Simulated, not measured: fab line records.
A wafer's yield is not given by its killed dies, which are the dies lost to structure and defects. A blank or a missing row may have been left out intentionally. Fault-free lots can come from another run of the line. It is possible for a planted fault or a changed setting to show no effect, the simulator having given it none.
What tool caused it? | flow n5Finfet | 72 wafers from 24 lots sampled at 6 of the route's 1938 steps

## WHAT EACH GAUGE READ, for each wafer
N5_BEOL_M10_RS_MEAS_57: measurement is done with a four-point probe.
lot  | measured     | on           | M10_RS (ohm/sq)
L074 | day 10 02:25 | filmMetro-02 | 0.1512 0.1528 0.1550
L075 | day 10 11:35 | filmMetro-02 | 0.1478 0.1473 0.1493
L076 | day 11 04:08 | filmMetro-02 | 0.1509 0.1456 0.1522
L080 | day 11 18:10 | filmMetro-01 | 0.1465 0.1506 0.1506
L077 | day 11 23:01 | filmMetro-02 | 0.1505 0.1443 0.1507
L079 | day 11 23:38 | filmMetro-01 | 0.1481 0.1509 0.1474
L078 | day 11 23:55 | filmMetro-02 | 0.1511 0.1482 0.1504
L083 | day 12 03:47 | filmMetro-02 | 0.1514 0.1532 0.1528
L082 | day 12 05:49 | filmMetro-02 | 0.1524 0.1517 0.1495
L081 | day 12 13:17 | filmMetro-01 | 0.1458 0.1537 0.1467
L084 | day 13 06:52 | filmMetro-02 | 0.1487 0.1441 0.1499
L085 | day 13 14:10 | filmMetro-01 | 0.1517 0.1498 0.1497
L086 | day 13 20:20 | filmMetro-02 | 0.1464 0.1485 0.1520
L088 | day 13 23:46 | filmMetro-02 | 0.1472 0.1527 0.1492
L087 | day 14 03:29 | filmMetro-02 | 0.1491 0.1502 0.1467
L089 | day 14 17:41 | filmMetro-02 | 0.1438 0.1502 0.1564
L090 | day 14 22:38 | filmMetro-01 | 0.1536 0.1516 0.1517
L091 | day 14 23:30 | filmMetro-01 | 0.1553 0.1450 0.1471
L092 | day 15 00:55 | filmMetro-01 | 0.1462 0.1495 0.1505
L093 | day 15 07:41 | filmMetro-01 | 0.1503 0.1497 0.1489
L094 | day 16 00:07 | filmMetro-01 | 0.1540 0.1538 0.1528
L095 | day 16 01:01 | filmMetro-01 | 0.1459 0.1521 0.1532
L096 | day 16 13:04 | filmMetro-01 | 0.1536 0.1512 0.1484
L097 | day 16 15:59 | filmMetro-01 | 0.1488 0.1519 0.1497

N5_BEOL_M12_OVL_MEAS_29.
lot  | measured     | on         | M12_OVL (nm)
L074 | day 10 15:20 | overlay-01 | -2 -1 -1
L075 | day 10 23:04 | overlay-01 | -3 5 -4
L076 | day 11 11:36 | overlay-02 | 4 4 2
L080 | day 12 05:12 | overlay-02 | 0 0 2
L077 | day 12 11:22 | overlay-02 | -3 2 -3
L079 | day 12 10:36 | overlay-01 | 1 9 3
L078 | day 12 11:05 | overlay-02 | 0 -3 -2
L083 | day 12 15:04 | overlay-02 | 0 4 0
L082 | day 12 15:20 | overlay-01 | 6 10 12
L081 | day 12 23:01 | overlay-02 | -3 4 0
L084 | day 13 16:22 | overlay-01 | 5 6 5
L085 | day 14 01:26 | overlay-02 | -1 4 5
L086 | day 14 05:35 | overlay-02 | 5 -1 0
L088 | day 14 10:46 | overlay-02 | -5 -6 7
L087 | day 14 17:46 | overlay-02 | 12 5 7
L089 | day 15 03:27 | overlay-01 | 10 6 4
L090 | day 15 12:28 | overlay-02 | 11 3 1
L091 | day 15 12:08 | overlay-02 | 4 4 9
L092 | day 15 12:47 | overlay-01 | 14 4 5
L093 | day 15 18:23 | overlay-01 | -4 -4 0
L094 | day 16 10:16 | overlay-01 | -1 -11 -8
L095 | day 16 11:34 | overlay-02 | -4 2 -3
L096 | day 16 23:01 | overlay-02 | 6 5 3
L097 | day 17 01:42 | overlay-02 | -5 -4 2

## WHAT TOOL EACH LOT RAN ON (gives the tool, then ch and the chambers of the sampled wafers, and finally the start)
lot  | N5_BEOL_M10_PRE_CLEAN_45    | N5_BEOL_M11_ILD_DEP_00          | N5_BEOL_M11_HM_OPEN_17           | N5_BEOL_M11_ETCH_66
L074 | pvdSputter-02, day 10 00:31 | pecvd-04 ch 0,1, day 10 02:31   | rieMetal-03 ch 0,1, day 10 06:32 | rieDiel-01 ch 0,2,3, day 10 09:27
L075 | pvdSputter-01, day 10 10:00 | pecvd-04 ch 0,1, day 10 11:39   | rieMetal-03 ch 0,1, day 10 14:34 | rieDiel-01 ch 1,2, day 10 18:22
L076 | pvdSputter-03, day 11 02:18 | pecvd-02 ch 0,1, day 11 04:12   | rieMetal-02 ch 1, day 11 06:17   | rieDiel-01 ch 1,3, day 11 07:06
L080 | pvdSputter-02, day 11 16:28 | pecvd-01 ch 0,2, day 11 18:13   | rieMetal-03 ch 0,1, day 11 21:53 | rieDiel-05 ch 0,3, day 12 00:43
L077 | pvdSputter-01, day 11 21:25 | pecvd-02 ch 1,2, day 11 23:04   | rieMetal-02 ch 0,1, day 12 02:17 | rieDiel-05 ch 1,2,3, day 12 06:28
L079 | pvdSputter-01, day 11 21:55 | pecvd-02 ch 0,2, day 11 23:42   | rieMetal-02 ch 0,1, day 12 02:37 | rieDiel-01 ch 1,2,3, day 12 06:17
L078 | pvdSputter-01, day 11 22:00 | pecvd-02 ch 0,1,2, day 11 23:59 | rieMetal-03 ch 0,1, day 12 02:31 | rieDiel-01 ch 1,3, day 12 05:29
L083 | pvdSputter-03, day 12 02:12 | pecvd-01 ch 1,2, day 12 03:52   | rieMetal-03 ch 0,1, day 12 07:52 | rieDiel-01 ch 0,1, day 12 08:50
L082 | pvdSputter-01, day 12 02:32 | pecvd-04 ch 1,2, day 12 05:53   | rieMetal-03 ch 0,1, day 12 08:07 | rieDiel-06 ch 2,3, day 12 09:05
L081 | pvdSputter-03, day 12 09:40 | pecvd-02 ch 0,2, day 12 13:21   | rieMetal-01 ch 0,1, day 12 16:40 | rieDiel-01 ch 2,3, day 12 17:37
L084 | pvdSputter-01, day 13 05:08 | pecvd-04 ch 0,2, day 13 06:56   | rieMetal-01 ch 0,1, day 13 10:52 | rieDiel-06 ch 1,2,3, day 13 11:38
L085 | pvdSputter-01, day 13 12:11 | pecvd-04 ch 0,2, day 13 14:13   | rieMetal-02 ch 0, day 13 18:15   | rieDiel-05 ch 0,3, day 13 20:43
L086 | pvdSputter-03, day 13 18:17 | pecvd-01 ch 0,1, day 13 20:23   | rieMetal-01 ch 0,1, day 13 22:52 | rieDiel-06 ch 1,2,3, day 14 01:11
L088 | pvdSputter-03, day 13 22:10 | pecvd-01 ch 1,2, day 13 23:50   | rieMetal-02 ch 0,1, day 14 02:39 | rieDiel-06 ch 0,1,2, day 14 05:52
L087 | pvdSputter-03, day 14 01:56 | pecvd-04 ch 2, day 14 03:33     | rieMetal-01 ch 0,1, day 14 06:51 | rieDiel-01 ch 0,2, day 14 10:44
L089 | pvdSputter-02, day 14 15:50 | pecvd-04 ch 0, day 14 17:44     | rieMetal-02 ch 0,1, day 14 20:04 | rieDiel-05 ch 1,2, day 14 22:57
L090 | pvdSputter-02, day 14 20:58 | pecvd-01 ch 0,2, day 14 22:42   | rieMetal-02 ch 0,1, day 15 03:27 | rieDiel-06 ch 1,2,3, day 15 06:09
L091 | pvdSputter-01, day 14 21:27 | pecvd-02 ch 1,2, day 14 23:34   | rieMetal-03 ch 0,1, day 15 04:05 | rieDiel-05 ch 0,1,2, day 15 05:44
L092 | pvdSputter-01, day 14 21:55 | pecvd-01 ch 1,2, day 15 00:59   | rieMetal-01 ch 0,1, day 15 04:43 | rieDiel-01 ch 1,2,3, day 15 06:25
L093 | pvdSputter-02, day 15 06:08 | pecvd-04 ch 0,2, day 15 07:44   | rieMetal-03 ch 0,1, day 15 10:37 | rieDiel-01 ch 1,3, day 15 12:29
L094 | pvdSputter-03, day 15 19:37 | pecvd-04 ch 1,2, day 16 00:11   | rieMetal-02 ch 0, day 16 03:55   | rieDiel-06 ch 0,1,2, day 16 04:53
L095 | pvdSputter-02, day 15 23:22 | pecvd-02 ch 0,2, day 16 01:05   | rieMetal-02 ch 0, day 16 04:14   | rieDiel-06 ch 0,2,3, day 16 06:17
L096 | pvdSputter-03, day 16 11:10 | pecvd-02 ch 0,1,2, day 16 13:08 | rieMetal-01 ch 0,1, day 16 15:30 | rieDiel-01 ch 0,1, day 16 18:01
L097 | pvdSputter-02, day 16 14:24 | pecvd-01 ch 0,1,2, day 16 16:04 | rieMetal-01 ch 0,1, day 16 19:24 | rieDiel-01 ch 0,1,2, day 16 20:24
- N5_BEOL_M10_PRE_CLEAN_45: time 30 s.
- N5_BEOL_M11_ILD_DEP_00: deposits SiCOH lowk from DEMS/porogen, target thk 308.51 nm, time 58 s.
- N5_BEOL_M11_HM_OPEN_17: chemistry Cl2/BCl3, target TiN, target depth 20 nm, overetch 6 nm.
- N5_BEOL_M11_ETCH_66: etches SOC in N2/H2, target depth 120 nm, overetch 24 nm, time 180 s.

## AS READ BY THE TOOLS THEMSELVES (means over the sampled wafers that have a number; for cases with no such wafer, the mark the record gives instead)
N5_BEOL_M10_PRE_CLEAN_45.
lot  | tool          | heaterPowerW (W)
L074 | pvdSputter-02 | 329
L075 | pvdSputter-01 | 327
L076 | pvdSputter-03 | 345
L080 | pvdSputter-02 | 326
L077 | pvdSputter-01 | 335
L079 | pvdSputter-01 | 348
L078 | pvdSputter-01 | 318
L083 | pvdSputter-03 | 345
L082 | pvdSputter-01 | 308
L081 | pvdSputter-03 | 338
L084 | pvdSputter-01 | 331
L085 | pvdSputter-01 | 288
L086 | pvdSputter-03 | 334
L088 | pvdSputter-03 | 344
L087 | pvdSputter-03 | 336
L089 | pvdSputter-02 | 334
L090 | pvdSputter-02 | 327
L091 | pvdSputter-01 | 311
L092 | pvdSputter-01 | 332
L093 | pvdSputter-02 | 344
L094 | pvdSputter-03 | 343
L095 | pvdSputter-02 | 324
L096 | pvdSputter-03 | 354
L097 | pvdSputter-02 | 326

N5_BEOL_M11_ILD_DEP_00.
lot  | tool     | heaterPowerW (W) | showerheadPlenumPTorr (Torr) | throttleValvePct (%)
L074 | pecvd-04 | 312              | 5.739                        | 13.5
L075 | pecvd-04 | 282              | 5.738                        | 13.5
L076 | pecvd-02 | 264              | 5.741                        | 13.3
L080 | pecvd-01 | 308              | 5.762                        | 13.2
L077 | pecvd-02 | 344              | 5.731                        | 13.2
L079 | pecvd-02 | 293              | 5.735                        | 13.5
L078 | pecvd-02 | 311              | 5.742                        | 13.4
L083 | pecvd-01 | 356              | 5.762                        | 13.1
L082 | pecvd-04 | 299              | 5.740                        | 13.1
L081 | pecvd-02 | 318              | 5.725                        | 13.5
L084 | pecvd-04 | 383              | 5.737                        | 13.2
L085 | pecvd-04 | 352              | 5.725                        | 12.9
L086 | pecvd-01 | 360              | 5.754                        | 13.6
L088 | pecvd-01 | 357              | 5.761                        | 13.3
L087 | pecvd-04 | 338              | 5.723                        | 12.7
L089 | pecvd-04 | 367              | 5.734                        | 13.2
L090 | pecvd-01 | 334              | 5.764                        | 13.4
L091 | pecvd-02 | 322              | 5.745                        | 13.3
L092 | pecvd-01 | 290              | 5.754                        | 13.1
L093 | pecvd-04 | 352              | 5.735                        | 13.0
L094 | pecvd-04 | 294              | 5.734                        | 13.0
L095 | pecvd-02 | 347              | 5.740                        | 13.7
L096 | pecvd-02 | 334              | 5.742                        | 13.8
L097 | pecvd-01 | 315              | 5.761                        | 13.3

N5_BEOL_M11_HM_OPEN_17.
lot  | tool        | drypumpMotorCurrentA (A) | oesProductAu (a.u.) | throttleValvePct (%)
L074 | rieMetal-03 | 5.6                      | 0.58                | 22.44
L075 | rieMetal-03 | 5.5                      | 0.61                | 22.56
L076 | rieMetal-02 | 6.4                      | 0.53                | 21.93
L080 | rieMetal-03 | 5.5                      | 0.58                | 22.43
L077 | rieMetal-02 | 6.4                      | 0.60                | 22.04
L079 | rieMetal-02 | 6.3                      | 0.66                | 22.14
L078 | rieMetal-03 | 5.5                      | 0.61                | 22.56
L083 | rieMetal-03 | 5.6                      | 0.58                | 22.43
L082 | rieMetal-03 | 5.5                      | 0.58                | 22.43
L081 | rieMetal-01 | 5.5                      | 0.74                | 21.93
L084 | rieMetal-01 | 5.5                      | 0.65                | 21.98
L085 | rieMetal-02 | 6.3                      | 0.70                | 22.27
L086 | rieMetal-01 | 5.5                      | 0.71                | 21.96
L088 | rieMetal-02 | 6.4                      | 0.75                | 22.07
L087 | rieMetal-01 | 5.4                      | 0.64                | 21.99
L089 | rieMetal-02 | 6.4                      | 0.74                | 22.07
L090 | rieMetal-02 | 6.4                      | 0.77                | 21.91
L091 | rieMetal-03 | 5.5                      | 0.75                | 22.30
L092 | rieMetal-01 | 5.5                      | 0.70                | 21.97
L093 | rieMetal-03 | 5.5                      | 0.75                | 22.30
L094 | rieMetal-02 | 6.4                      | 0.69                | 22.27
L095 | rieMetal-02 | 6.3                      | 0.69                | 22.28
L096 | rieMetal-01 | 5.5                      | 0.70                | 21.95
L097 | rieMetal-01 | 5.5                      | 0.69                | 21.97

N5_BEOL_M11_ETCH_66.
lot  | tool       | drypumpMotorCurrentA (A) | oesProductAu (a.u.) | rfVppV (V) | showerheadPlenumPTorr (Torr) | throttleValvePct (%)
L074 | rieDiel-01 | 5.9                      | 0.60                | 524.7      | 2.58                         | 17.79
L075 | rieDiel-01 | 6.3                      | 0.61                | 525.3      | 2.57                         | 17.45
L076 | rieDiel-01 | 5.9                      | 0.59                | 525.8      | 2.63                         | 17.70
L080 | rieDiel-05 | 5.6                      | 0.59                | 522.0      | 2.50                         | 18.08
L077 | rieDiel-05 | 5.8                      | 0.63                | 524.5      | 2.54                         | 17.74
L079 | rieDiel-01 | 6.1                      | 0.59                | 524.7      | 2.56                         | 17.65
L078 | rieDiel-01 | 5.9                      | 0.58                | 526.6      | 2.62                         | 17.72
L083 | rieDiel-01 | 6.0                      | 0.63                | 526.8      | 2.65                         | 17.55
L082 | rieDiel-06 | 6.4                      | 0.58                | 523.3      | 2.52                         | 17.82
L081 | rieDiel-01 | 5.9                      | 0.57                | 523.5      | 2.55                         | 17.82
L084 | rieDiel-06 | 6.2                      | 0.61                | 524.2      | 2.55                         | 17.87
L085 | rieDiel-05 | 5.7                      | 0.57                | 524.2      | 2.55                         | 18.09
L086 | rieDiel-06 | 6.2                      | 0.61                | 523.6      | 2.55                         | 17.86
L088 | rieDiel-06 | 5.7                      | 0.65                | 525.4      | 2.59                         | 17.81
L087 | rieDiel-01 | 5.8                      | 0.61                | 525.1      | 2.59                         | 17.86
L089 | rieDiel-05 | 5.8                      | 0.73                | 526.2      | 2.63                         | 17.48
L090 | rieDiel-06 | 6.2                      | 0.60                | 523.2      | 2.54                         | 17.87
L091 | rieDiel-05 | 5.7                      | 0.68                | 524.4      | 2.58                         | 17.66
L092 | rieDiel-01 | 6.1                      | 0.57                | 524.3      | 2.55                         | 17.70
L093 | rieDiel-01 | 5.9                      | 0.57                | 525.3      | 2.61                         | 17.75
L094 | rieDiel-06 | 5.7                      | 0.63                | 524.8      | 2.58                         | 17.83
L095 | rieDiel-06 | 5.8                      | 0.63                | 524.6      | 2.58                         | 17.90
L096 | rieDiel-01 | 5.8                      | 0.61                | 526.4      | 2.65                         | 17.78
L097 | rieDiel-01 | 6.0                      | 0.59                | 525.3      | 2.56                         | 17.71

## THE ANSWER, worked out from the rows above alone
Rule: usual is defined by the lots themselves. Put in order of their means at a reading, lots are off if they are a third of the lots or fewer, leave a main group of 4 or more, and stand apart from it by a gap of 3 or more times the standard deviation of the main group's means; of several such gaps the widest counts. If all means in a main group match to the digits the tables above print for the reading, that group is not used. Also off: a lot with no number at a reading for which 4 or more lots have one. All remaining lots with rows at the step are treated as sound. First the gauges in route order, then the tools' own readings, where a lot's mean is used as printed above. At the first step where some lot is off, the reading lying furthest off is the one used; lots without a number count as furthest.
Across all readings shown, no lot is off: no conclusion can be drawn from this.

## WHAT THE SIMULATOR HAD INSERTED
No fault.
